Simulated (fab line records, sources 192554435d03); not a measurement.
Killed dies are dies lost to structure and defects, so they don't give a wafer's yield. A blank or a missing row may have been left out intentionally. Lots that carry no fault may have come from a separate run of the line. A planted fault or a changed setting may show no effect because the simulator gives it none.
Matching of chambers / flow n5 finfet / ald sin-01 running N5_SPACER0_ALD_08: 4 sister chambers
The step deposits SiNx, target thk 2 nm. 7 wafers are shown with their chamber, then 7 later ones without.

== EACH WAFER AND ITS CHAMBER ==
wafer=L410.5; chamber=1; heater power w (W)=998
wafer=L415.1; chamber=3; heater power w (W)=754
wafer=L415.2; chamber=1; heater power w (W)=979
wafer=L422.4; chamber=3; heater power w (W)=779
wafer=L422.6; chamber=0; heater power w (W)=849
wafer=L425.2; chamber=0; heater power w (W)=856
wafer=L425.3; chamber=2; heater power w (W)=757

== WAFERS WITH NO CHAMBER GIVEN ==
wafer=L425.5; heater power w (W)=792
wafer=L426.2; heater power w (W)=789
wafer=L426.3; heater power w (W)=751
wafer=L426.4; heater power w (W)=980
wafer=L427.1; heater power w (W)=756
wafer=L427.2; heater power w (W)=777
wafer=L427.4; heater power w (W)=785

== EACH ONE'S CHAMBER ==
wafer=L425.5; from the rows above=can't be placed: 3 or 2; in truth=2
wafer=L426.2; from the rows above=can't be placed: 3 or 2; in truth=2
wafer=L426.3; from the rows above=can't be placed: 2 or 3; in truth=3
wafer=L426.4; from the rows above=1; in truth=1
wafer=L427.1; from the rows above=can't be placed: 2 or 3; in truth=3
wafer=L427.2; from the rows above=can't be placed: 3 or 2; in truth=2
wafer=L427.4; from the rows above=can't be placed: 3 or 2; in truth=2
Placed correctly: 1 of 7. These rows do not allow placing 6 (true chamber among the candidates in 6). Wrongly placed: 0.
How it was worked out, from the rows above alone: a wafer's distance from a chamber is the root of the sum, over the readings, of the square of ((its reading less the chamber's mean) divided by the reading's scatter). If the next closest chamber is less than 2 further off than the closest, the wafer can't be placed; otherwise it belongs to the closest. A chamber's mean is the mean of its shown wafers. How the scatter is found: for the shown wafers, subtract from each reading the mean of its chamber, square and add these, divide the total by (wafers less chambers), then take the root.
